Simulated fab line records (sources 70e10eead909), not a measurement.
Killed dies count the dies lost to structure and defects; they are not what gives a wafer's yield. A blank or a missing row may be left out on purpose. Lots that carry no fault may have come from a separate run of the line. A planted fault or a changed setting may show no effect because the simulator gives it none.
fab line records ; flow nandHarc
[record] lots = 12; wafers = 36; lastDay = 24
route steps=1159 shown A_STAIRCASE@587 END@1159
lots that met no fault: taken from a fault-free run of the same line
startH: hours from the record's opening day to when the first of the lot's shown wafers began ; waitH: hours from the lot's prior step to this one ; " as in the row above ; L1.1+2: a row that stands for several wafers ; - either no value or no given start ; * or withheld: withheld ; < > ~ a bound
route shown NAME@n: a module of which the file shows steps, and the number in the route of the first ; usual: mean/standard deviation taken from wafers without a fault ; same: alike in all rows ; chamber/n: place in a boat ; sites: the reading at each site ; _std_site: the values' standard deviation ; _edge_site: the outer-site mean with the inner-site mean subtracted ; radiusMm: for every site, how far away it sits from the centre of the wafer ; mask NAME#n: copy n ; behind: the tool/chamber that last shaped the wafer ; hold: cause of the lot's hold/its duration in hours/its outcome ; device: the n, p or np transistor that did not switch ; end of line: tests run on the same wafers once the route is complete ; for a step that has no rows: nothing shown but its recipe ; killed: at the first sort, the dies lost to defects and structure; wafer yield is something else ; map: per-die view of a wafer (x killed, . not killed, _ where there is no die)
set.NAME: the setting that was run; set.NAME@STEP: the one run at that earlier step ; model.NAME: the simulator's own value behind a step, which no gauge read
one table for each step of the route and one row for each wafer, over a sample of lots
services: the hour from which a tool's chamber was out of use, counted from the record's first day as startH (under 0 if before that day), plus the number of hours and why
[[steps]]
[step NHARC_A_STAIRCASE_TRIM_193]
[recipe] timeS = 211.2; o2FlowSccm = 500; arFlowSccm = 0; biasW = 0; chemistry = O2
[usual] drypumpMotorCurrentA = 5.6/0.52; oesProductAu = 1.002/0.0079; rfVppV = 57.8/0.89; showerheadPlenumPTorr = 3.51/0.16; throttleValvePct = 17.035/0.0098
lot.wafer;tool;chamber;startH;waitH;drypumpMotorCurrentA;oesProductAu;rfHoursCounterH;rfVppV;showerheadPlenumPTorr;throttleValvePct
L267.2;rieDiel-04;1;-;-;6.2;1.008;46;55.9;3.41;17.035
L267.3;rieDiel-04;2;-;-;5.7;1.008;50;58.9;3.46;17.050
L267.5;rieDiel-04;3;-;-;5.3;0.999;-;58.1;3.66;17.049
L266.3;rieDiel-11;0;-;-;5.1;1.016;25;57.6;3.30;17.042
L266.1;rieDiel-11;2;-;-;4.8;1.005;25;59.3;3.70;17.026
L266.6;rieDiel-11;0;-;-;5.1;1.009;-;57.6;3.30;17.039
L269.3;rieDiel-12;2;-;-;5.8;1.001;16;58.3;3.53;17.029
L269.6;rieDiel-12;2;-;-;5.8;1.003;-;58.1;3.53;17.043
L269.5;rieDiel-12;3;-;-;6.0;1.001;-;58.3;3.66;17.037
L270.3;rieDiel-04;1;-;-;6.2;0.994;54;59.0;3.40;17.033
L270.1;rieDiel-04;2;-;-;5.7;0.996;58;57.5;3.45;17.034
L270.2;rieDiel-04;0;-;-;5.0;1.004;28;56.9;3.33;17.021
L271.1;rieDiel-04;2;-;-;5.7;0.996;61;57.8;3.45;17.030
L271.5;rieDiel-04;2;-;-;5.7;0.991;-;55.0;3.45;17.039
L271.6;rieDiel-04;3;-;-;5.3;0.995;-;58.6;3.66;17.040
L276.3;rieDiel-04;1;-;-;6.2;1.007;1;58.7;3.40;17.050
L276.1;rieDiel-04;0;-;-;5.0;1.012;6;56.3;3.32;17.039
L276.5;rieDiel-04;1;-;-;6.2;1.007;-;56.6;3.40;17.032
L280.3;rieDiel-11;0;-;-;5.1;1.019;52;57.6;3.29;17.040
L280.4;rieDiel-11;1;-;-;6.4;1.005;55;56.2;3.35;17.043
L280.5;rieDiel-11;0;-;-;5.1;1.005;-;58.4;3.29;17.015
L279.3;rieDiel-11;3;-;-;5.9;1.013;54;58.8;3.74;17.030
L279.1;rieDiel-11;0;-;-;5.1;1.005;54;56.8;3.29;17.028
L279.6;rieDiel-11;2;-;-;4.8;1.024;-;58.9;3.68;17.024
L284.2;rieDiel-11;3;-;-;5.9;1.004;59;58.4;3.74;17.030
L284.3;rieDiel-11;1;-;-;6.3;1.012;64;57.7;3.35;17.036
L284.6;rieDiel-11;3;-;-;5.9;1.011;-;56.2;3.74;17.036
L285.1;rieDiel-12;1;-;-;5.0;0.996;48;57.3;3.35;17.046
L285.3;rieDiel-12;0;-;-;5.7;1.009;49;57.7;3.51;17.041
L285.5;rieDiel-12;1;-;-;5.0;0.999;-;57.5;3.35;17.031
L283.2;rieDiel-11;0;-;-;5.1;1.009;64;58.8;3.28;17.016
L283.1;rieDiel-11;3;-;-;5.9;0.995;62;57.1;3.74;17.037
L283.6;rieDiel-11;1;-;-;6.4;1.005;-;58.3;3.34;17.012
L286.3;rieDiel-11;2;-;-;4.8;1.003;3;58.0;3.67;17.033
L286.4;rieDiel-11;0;-;-;5.1;0.991;3;59.7;3.81;17.036
L286.2;rieDiel-11;1;-;-;6.4;1.000;3;58.5;3.34;17.034
[step NHARC_A_STAIRCASE_TRIM_220]
[recipe] timeS = 211.2; o2FlowSccm = 500; arFlowSccm = 0; biasW = 0; chemistry = O2
[usual] drypumpMotorCurrentA = 5.6/0.52; oesProductAu = 1.002/0.0069; rfVppV = 57.7/0.91; showerheadPlenumPTorr = 3.48/0.15; throttleValvePct = 17.036/0.009
lot.wafer;tool;chamber;startH;waitH;drypumpMotorCurrentA;oesProductAu;rfHoursCounterH;rfVppV;showerheadPlenumPTorr;throttleValvePct
L267.3;rieDiel-04;1;254.37;0.1;6.2;0.989;47;58.3;3.41;17.022
L267.2;rieDiel-04;2;254.37;0.1;5.7;1.001;51;60.3;3.46;17.035
L267.5;rieDiel-04;0;254.37;0.1;5.1;1.004;-;57.1;3.33;17.034
L266.1;rieDiel-04;1;255.25;0.1;6.2;0.992;47;56.7;3.41;17.043
L266.3;rieDiel-04;3;255.25;0.1;5.3;1.000;50;57.8;3.66;17.033
L266.6;rieDiel-04;0;255.25;0.1;5.0;1.012;-;58.0;3.33;17.042
L269.3;rieDiel-11;2;265.89;0.1;4.8;1.000;29;58.4;3.70;17.040
L269.5;rieDiel-11;1;265.89;0.1;6.4;1.001;-;56.2;3.36;17.035
L269.6;rieDiel-11;2;265.89;0.1;4.8;1.004;-;58.6;3.70;17.032
L270.1;rieDiel-04;3;276.11;0.1;5.3;1.003;57;58.3;3.66;17.034
L270.2;rieDiel-04;0;276.11;0.1;5.0;1.003;31;56.4;3.33;17.042
L270.3;rieDiel-04;2;276.11;0.1;5.7;1.007;59;58.6;3.45;17.043
L271.1;rieDiel-11;0;281.58;0.2;5.0;1.000;34;57.8;3.30;17.039
L271.5;rieDiel-11;1;281.58;0.2;6.4;1.014;-;57.3;3.36;17.049
L271.6;rieDiel-11;2;281.58;0.2;4.8;0.999;-;57.4;3.69;17.024
L276.1;rieDiel-04;3;314.61;0.1;5.3;0.992;7;58.0;3.65;17.034
L276.3;rieDiel-04;1;314.61;0.1;6.2;1.003;2;58.9;3.40;17.022
L276.5;rieDiel-04;3;314.61;0.1;5.3;1.005;-;59.4;3.65;17.035
L280.3;rieDiel-04;2;331.88;0.1;5.7;1.002;12;56.7;3.44;17.035
L280.4;rieDiel-04;3;331.88;0.1;5.3;1.004;14;57.8;3.65;17.024
L280.5;rieDiel-04;2;331.88;0.1;5.7;1.010;-;57.9;3.44;17.046
L279.3;rieDiel-04;0;337.02;0.1;5.1;0.999;16;58.0;3.31;17.032
L279.1;rieDiel-04;1;337.02;0.1;6.2;0.995;10;56.1;3.40;17.011
L279.6;rieDiel-04;2;337.02;0.1;5.7;0.996;-;57.8;3.44;17.034
L284.2;rieDiel-11;1;354.19;0.1;6.4;1.006;65;57.7;3.34;17.036
L284.3;rieDiel-11;3;354.19;0.1;6.0;1.010;60;58.4;3.74;17.060
L284.6;rieDiel-11;1;354.19;0.1;6.4;1.006;-;57.9;3.35;17.044
L285.3;rieDiel-12;1;355.69;0.1;5.0;0.992;49;56.3;3.35;17.031
L285.1;rieDiel-12;2;355.69;0.1;5.8;0.999;49;56.9;3.51;17.038
L285.5;rieDiel-12;1;355.69;0.1;5.0;0.998;-;58.2;3.35;17.034
L283.2;rieDiel-11;1;360.92;0.1;6.4;1.007;67;57.3;3.34;17.037
L283.1;rieDiel-11;2;360.92;0.1;4.8;1.002;64;56.3;3.68;17.036
L283.6;rieDiel-11;2;360.92;0.1;4.9;1.003;-;58.8;3.68;17.041
L286.2;rieDiel-11;0;387.05;0.1;5.0;1.010;4;59.6;3.81;17.023
L286.4;rieDiel-11;1;387.05;0.1;6.4;1.007;4;57.0;3.34;17.045
L286.3;rieDiel-11;3;387.05;0.1;5.9;1.003;2;60.3;3.73;17.045
[step NHARC_A_STAIRCASE_TRIM_226]
[recipe] timeS = 211.2; o2FlowSccm = 500; arFlowSccm = 0; biasW = 0; chemistry = O2
[usual] drypumpMotorCurrentA = 5.6/0.51; oesProductAu = 1.001/0.0082; rfVppV = 57.6/0.9; showerheadPlenumPTorr = 3.48/0.16; throttleValvePct = 17.036/0.0092
lot.wafer;tool;chamber;startH;waitH;drypumpMotorCurrentA;oesProductAu;rfHoursCounterH;rfVppV;showerheadPlenumPTorr;throttleValvePct
L267.2;rieDiel-04;1;255.05;-;6.2;0.999;47;57.6;3.41;17.033
L267.3;rieDiel-04;0;255.05;-;5.0;1.004;23;58.3;3.33;17.018
L267.5;rieDiel-04;2;255.05;-;5.7;1.012;-;56.4;3.46;17.049
L266.3;rieDiel-04;0;256.16;-;5.0;1.001;23;56.4;3.33;17.040
L266.1;rieDiel-04;1;256.16;-;6.2;1.008;48;57.2;3.41;17.043
L266.6;rieDiel-04;3;256.16;-;5.3;1.001;-;58.2;3.66;17.046
L269.3;rieDiel-11;2;266.56;-;4.8;1.006;30;57.4;3.70;17.037
L269.5;rieDiel-11;2;266.56;-;4.8;1.013;-;58.5;3.69;17.036
L269.6;rieDiel-11;3;266.56;-;6.0;1.002;-;58.7;3.75;17.049
L270.3;rieDiel-04;2;276.83;-;5.7;0.995;60;57.7;3.45;17.035
L270.2;rieDiel-04;3;276.83;-;5.3;1.000;57;58.2;3.66;17.028
L270.1;rieDiel-04;0;276.83;-;5.0;1.001;31;58.5;3.32;17.029
L271.1;rieDiel-11;2;282.58;-;4.8;1.006;35;58.4;3.69;17.036
L271.6;rieDiel-11;3;282.58;-;5.9;0.991;-;59.2;3.75;17.027
L271.5;rieDiel-11;0;282.58;-;5.1;0.999;-;56.9;3.30;17.047
L276.1;rieDiel-04;1;315.31;-;6.2;0.997;2;58.1;3.40;17.029
L276.3;rieDiel-04;2;315.31;-;5.7;1.002;7;57.3;3.45;17.019
L276.5;rieDiel-04;1;315.31;-;6.2;1.001;-;57.9;3.40;17.038
L280.3;rieDiel-04;0;332.62;-;5.0;1.196;14;56.9;3.32;17.032
L280.4;rieDiel-04;2;332.62;-;5.7;1.201;13;58.4;3.44;17.021
L280.5;rieDiel-04;0;332.62;-;5.0;1.199;-;56.4;3.32;17.033
L279.3;rieDiel-04;2;337.79;-;5.7;1.192;15;56.6;3.44;17.042
L279.1;rieDiel-04;3;337.79;-;5.3;1.202;17;57.1;3.65;17.045
L279.6;rieDiel-04;0;337.79;-;5.0;1.202;-;58.2;3.31;17.040
L284.2;rieDiel-11;1;354.88;-;6.3;1.004;66;58.0;3.34;17.050
L284.3;rieDiel-11;2;354.88;-;4.8;1.001;62;57.8;3.68;17.026
L284.6;rieDiel-11;1;354.88;-;6.4;1.009;-;56.6;3.34;17.046
L285.1;rieDiel-12;2;356.39;-;5.8;0.999;49;57.3;3.51;17.039
L285.3;rieDiel-12;3;356.39;-;5.9;0.991;50;57.1;3.64;17.010
L285.5;rieDiel-12;3;356.39;-;6.0;0.988;-;60.3;3.64;17.016
L283.1;rieDiel-11;1;361.81;-;6.4;1.007;68;57.1;3.34;17.023
L283.2;rieDiel-11;3;361.81;-;6.0;1.031;63;57.6;3.74;17.038
L283.6;rieDiel-11;1;361.81;-;6.4;1.020;-;56.8;3.34;17.024
L286.4;rieDiel-11;3;388.47;-;6.0;1.005;3;59.7;3.73;17.036
L286.3;rieDiel-11;0;388.47;-;5.1;0.987;5;57.7;3.81;17.031
L286.2;rieDiel-11;2;388.47;-;4.8;1.006;5;56.9;3.67;17.046
[step NHARC_A_STAIRCASE_STRIP_238]
[recipe] powerW = 1500; tempC = 250; chemistry = O2
[usual] drypumpMotorCurrentA = 5.4/0.38; heaterPowerW = 315/13
lot.wafer;tool;chamber;startH;waitH;drypumpMotorCurrentA;heaterPowerW;rfHoursCounterH
L267.2;plasmaAsher-01;1;256.59;0.1;4.9;286;55
L267.3;plasmaAsher-01;1;256.59;0.1;5.0;282;-
L267.5;plasmaAsher-01;0;256.59;0.1;5.6;336;-
L266.1;plasmaAsher-02;0;257.60;0.1;5.8;327;23
L266.3;plasmaAsher-02;0;257.60;0.1;5.8;327;-
L266.6;plasmaAsher-02;1;257.60;0.1;5.1;302;-
L269.3;plasmaAsher-02;0;268.08;0.2;5.9;324;-
L269.5;plasmaAsher-02;0;268.08;0.2;5.8;336;-
L269.6;plasmaAsher-02;1;268.08;0.2;5.0;312;-
L270.1;plasmaAsher-02;1;278.56;0.2;5.0;313;30
L270.2;plasmaAsher-02;0;278.56;0.2;5.9;321;30
L270.3;plasmaAsher-02;0;278.56;0.2;5.8;323;-
L271.1;plasmaAsher-02;1;284.35;0.4;5.1;309;33
L271.6;plasmaAsher-02;0;284.35;0.4;5.9;325;-
L271.5;plasmaAsher-02;1;284.35;0.4;5.0;317;-
L276.1;plasmaAsher-02;1;316.80;0.1;5.1;311;41
L276.3;plasmaAsher-02;1;316.80;0.1;5.1;309;-
L276.5;plasmaAsher-02;1;316.80;0.1;5.1;309;-
L280.3;plasmaAsher-01;1;334.37;0.2;5.0;303;-
L280.4;plasmaAsher-01;0;334.37;0.2;5.5;315;-
L280.5;plasmaAsher-01;1;334.37;0.2;4.9;301;-
L279.1;plasmaAsher-02;0;339.17;0.1;5.8;326;50
L279.3;plasmaAsher-02;0;339.17;0.1;5.8;330;-
L279.6;plasmaAsher-02;0;339.17;0.1;5.8;327;-
L284.2;plasmaAsher-01;1;356.30;0.1;4.9;297;22
L284.3;plasmaAsher-01;0;356.30;0.1;5.6;317;-
L284.6;plasmaAsher-01;0;356.30;0.1;5.6;321;-
L285.1;plasmaAsher-02;0;358.14;0.2;5.9;332;55
L285.3;plasmaAsher-02;0;358.14;0.2;5.9;329;-
L285.5;plasmaAsher-02;0;358.14;0.2;5.9;328;-
L283.1;plasmaAsher-01;0;363.36;0.2;5.6;314;25
L283.2;plasmaAsher-01;1;363.36;0.2;4.9;294;25
L283.6;plasmaAsher-01;0;363.36;0.2;5.6;304;-
L286.2;plasmaAsher-01;1;390.15;0.2;5.0;291;37
L286.3;plasmaAsher-01;0;390.15;0.2;5.6;316;-
L286.4;plasmaAsher-01;1;390.15;0.2;5.0;291;-
[step NHARC_END_SORT_01]
[recipe] tempC = 25
[usual] killedAtArray = 29/11; killedAtOther = 0.6/0.92; killedAtPeriphery = 3.2/2; killedDies = 33/11; killedOpen = 3.2/2; killedShort = 1.9/1.5
[same] grossDies = 677
lot.wafer;tool;chamber;startH;waitH;killedAtArray;killedAtOther;killedAtPeriphery;killedDies;killedOpen;killedShort
L279.6;prober-01;0;531.10;4.0;12;1;0;13;4;0
L284.2;prober-02;0;563.57;2.8;26;1;4;31;3;3
L284.3;prober-02;0;564.38;3.1;23;1;2;26;1;0
L284.6;prober-02;0;566.79;4.0;34;1;3;38;7;3
// killed by level:class
L279.6 A_CHANNEL_HOLE_D1:chamberFilmFlake=3 A_CHANNEL_FILL_D1:geometricParticle:open=2 A_STAIRCASE:chamberFilmFlake=2 A_CONTACT:chamberFilmFlake=2 A_SGD_CUT:geometricParticle:open=1 STARTING-WAFER:geometricParticle:open=1 A_WL_FILL:chamberFilmFlake=1 A_STAIRCASE:areaTrim=1
L284.2 A_SLIT:chamberFilmFlake=13 A_STAIRCASE:chamberFilmFlake=5 A_CHANNEL_HOLE_D1:chamberFilmFlake=3 P_M0:geometricParticle:open=2 A_CONTACT:chamberFilmFlake=2 P_STI:geometricParticle:short=1 A_WL_FILL:geometricParticle:open=1 A_BLC:geometricParticle:short=1
L284.3 A_SLIT:chamberFilmFlake=12 A_CHANNEL_HOLE_D1:chamberFilmFlake=5 A_STAIRCASE:chamberFilmFlake=3 A_CONTACT:chamberFilmFlake=3 P_CONTACT:geometricParticle:open=1 P_M1:chamberFilmFlake=1 THIN_TSV:chamberFilmFlake=1
L284.6 A_SLIT:chamberFilmFlake=18 A_CHANNEL_HOLE_D1:chamberFilmFlake=5 A_CONTACT:geometricParticle:open=2 A_STAIRCASE:chamberFilmFlake=2 A_CONTACT:chamberFilmFlake=2 P_GATE:geometricParticle:open=1 P_CONTACT:geometricParticle:open=1 P_CONTACT:geometricParticle:short=1
[[services]]
tool;chamber;startH;hours;kind
rieDiel-04;0;243.71;-;clean
rieDiel-04;1;243.71;-;clean
rieDiel-04;2;243.71;-;clean
rieDiel-04;3;243.71;-;clean
rieDiel-11;0;247.86;-;clean
rieDiel-11;1;247.86;-;clean
rieDiel-11;2;247.86;-;clean
rieDiel-11;3;247.86;-;clean
rieDiel-04;0;268.25;-;clean
rieDiel-04;1;268.25;-;clean
rieDiel-04;2;268.25;-;clean
rieDiel-04;3;268.25;-;clean
rieDiel-11;0;272.36;-;clean
rieDiel-11;1;272.36;-;clean
rieDiel-11;2;272.36;-;clean
plasmaAsher-01;-;276.03;9.0;pm
rieDiel-04;-;288.90;9.0;pm
plasmaAsher-01;-;299.16;0.6;repair
plasmaAsher-02;-;360.61;9.0;pm
rieDiel-04;2;362.65;7.9;repair
rieDiel-11;2;363.14;3.9;repair
rieDiel-11;-;366.82;9.0;pm
rieDiel-12;-;379.69;9.0;pm
rieDiel-04;3;381.53;3.7;repair
[[key]]
[firstSign] step = NHARC_A_STAIRCASE_TRIM_226; reading = oesProductAu; direction = up; sigmas = 24; usual = 1.001; struck = 1.199
effect none on later readings
metAt NHARC_A_STAIRCASE_TRIM_226
struckLots L279,L280
rowsEnd L280.3,L280.4,L280.5
testerLeftOut L279
notActingAt NHARC_A_STAIRCASE_TRIM_193,NHARC_A_STAIRCASE_TRIM_220,NHARC_A_STAIRCASE_STRIP_238
onsetBetween 315.31 332.62
[fault] kind = processParameterDrift; tool = rieDiel-04; chamber = -; onsetH = 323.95; steps = NHARC_A_STAIRCASE_TRIM_226; channel = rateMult; offset = 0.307; shape = step
// testerLeftOut: of these lots the tester's yield and bins aren't shown, on N5 and GAA mostly nor the transistor test; their killed dies are dies lost to structure and defects alone, not to doping, threshold or leakage, so they don't give the yield
// rowsEnd: these wafers met a further fault down the route, and their rows from its step on are left out
